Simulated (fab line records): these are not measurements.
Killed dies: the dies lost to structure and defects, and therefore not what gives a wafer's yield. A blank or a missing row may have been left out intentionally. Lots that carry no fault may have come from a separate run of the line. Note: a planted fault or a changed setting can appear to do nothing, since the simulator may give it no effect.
Split-lot study | flow n5-finfet | on a route of 1938 steps: 7 lots, 21 wafers read

ON THE SPLIT
At N5_BEOL_M13_SPUTTER_43 (material TaN, target thk 15 nm, time 24.19 s), the setting time-s was moved away from the recipe's 24.19 s on 6 of the 21 wafers read, by -14.5% to +14.8%. This setting was run at the recipe's value on the other wafers.

FROM THE SPLIT TO THE READING: what the file shows between them, 4 steps
- N5_BEOL_M13_SPUTTER_44: material Ta, target thk 10 nm, time 16.13 s
- N5_BEOL_M13_SPUTTER_45: material Cu, target thk 80 nm, time 13.33 s
- N5_BEOL_M13_ECD_47: material Cu, target thk 936 nm
- N5_BEOL_M13_ANNEAL_48: time 90 s

THE READING
barrier-field-endpoint-s, in s, at N5_BEOL_M13_CMP_49 (polishes, stops on SiOC, t overpolish 17.1 s, target thk 420 nm). Typical for fault-free wafers on this fab line: 30.8 s, with standard deviation 0.57 s.

wafer  | tool, chamber at the split | time-s as run, s | against the recipe | barrier-field-endpoint-s, s | against lot-mates on the recipe
L075.3 | pvd-sputter-01, -          | 20.68            | -14.5%             | 27.9                        | -3.5
L075.1 | pvd-sputter-01, -          | 20.68            | -14.5%             | 28.4                        | -3.0
L075.6 | pvd-sputter-01, -          | 24.19            | recipe             | 31.4                        | -
L076.2 | pvd-sputter-01, -          | 24.19            | recipe             | 30.1                        | -
L076.3 | pvd-sputter-01, -          | 27.78            | +14.8%             | 33.4                        | +3.1
L076.6 | pvd-sputter-01, -          | 24.19            | recipe             | 30.4                        | -
L079.4 | pvd-sputter-02, -          | 24.19            | recipe             | 30.2                        | -
L079.2 | pvd-sputter-02, -          | 24.19            | recipe             | 32.2                        | -
L079.3 | pvd-sputter-02, -          | 24.19            | recipe             | 31.4                        | -
L083.3 | pvd-sputter-01, -          | 24.19            | recipe             | 30.2                        | -
L083.1 | pvd-sputter-01, -          | 21.44            | -11.4%             | 29.5                        | -0.7
L083.5 | pvd-sputter-01, -          | 21.44            | -11.4%             | 28.5                        | -1.7
L091.3 | pvd-sputter-01, -          | 24.19            | recipe             | 30.7                        | -
L091.4 | pvd-sputter-01, -          | 26.82            | +10.9%             | 32.5                        | +2.3
L091.5 | pvd-sputter-01, -          | 24.19            | recipe             | 29.7                        | -
L092.4 | pvd-sputter-02, -          | 24.19            | recipe             | 30.8                        | -
L092.5 | pvd-sputter-02, -          | 24.19            | recipe             | 30.2                        | -
L092.6 | pvd-sputter-02, -          | 24.19            | recipe             | 29.9                        | -
L094.2 | pvd-sputter-03, -          | 24.19            | recipe             | 30.1                        | -
L094.4 | pvd-sputter-03, -          | 24.19            | recipe             | 30.1                        | -
L094.3 | pvd-sputter-03, -          | 24.19            | recipe             | 30.9                        | -

FIT RESULTS
A straight line over all 21 wafers: barrier-field-endpoint-s changes by +0.167 s for each +1% of time-s; r = +0.89; the points scatter about the line by 0.63 s.
The same after taking each lot's own level away (the mean of its wafers on the recipe; 21 wafers): +0.192 s for each +1%; r = +0.92; scatter 0.58 s.
Per that fit: largest time-s move, reading shift of 2.8 s.
Measured against the standard deviation above, the lots' own levels, which go from 30.20 to 31.40 s, span 2.1 times it.
Hence the slope depends on the lot-to-lot level, as the two fits are not the same.
Check: for one of the wafers moved furthest among these (+14.8%), held out of the fit, the line's prediction against its lot-mates is +2.82 s. Against them it came out at +3.15 s.

FURTHER SPLITS ON THESE WAFERS
Before the reading, these wafers also passed through other splits. Each is held against what the fit with the lots' levels taken away leaves over:
other split on the same wafers   | wafers away from the commonest value | r with barrier-field-endpoint-s (lot level and that fit taken away)
N5_BEOL_M10_COAT_22 spin-rpm     | 3                                    | -0.09
N5_BEOL_M11_COAT_64 spin-rpm     | 4                                    | +0.02
N5_BEOL_M12_COAT_04 spin-rpm     | 6                                    | +0.01
N5_BEOL_M12_ETCH_59 h2-flow-sccm | 5                                    | +0.15

THE WHOLE CHAIN: every reading that the file lists as answering this split, in the file's order
step                   | what it does                                                    | reading                                                                            | change (the file's fit)               | r (the file's)
N5_BEOL_M13_SPUTTER_43 | material TaN, target thk 15 nm, time 24.19 s                    | TaN_of_BEOL_M13_SPUTTER_43.thk-nm (the simulator's own value, which no gauge read) | +0.146 nm for each +1% of the setting | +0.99
N5_BEOL_M13_CMP_49     | polishes, stops on SiOC, t overpolish 17.1 s, target thk 420 nm | barrier-field-endpoint-s                                                           | +0.193 s for each +1% of the setting  | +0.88

THE FILE'S OWN FIT
barrier-field-endpoint-s changes by +0.193 s for each +1% of time-s, r = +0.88.
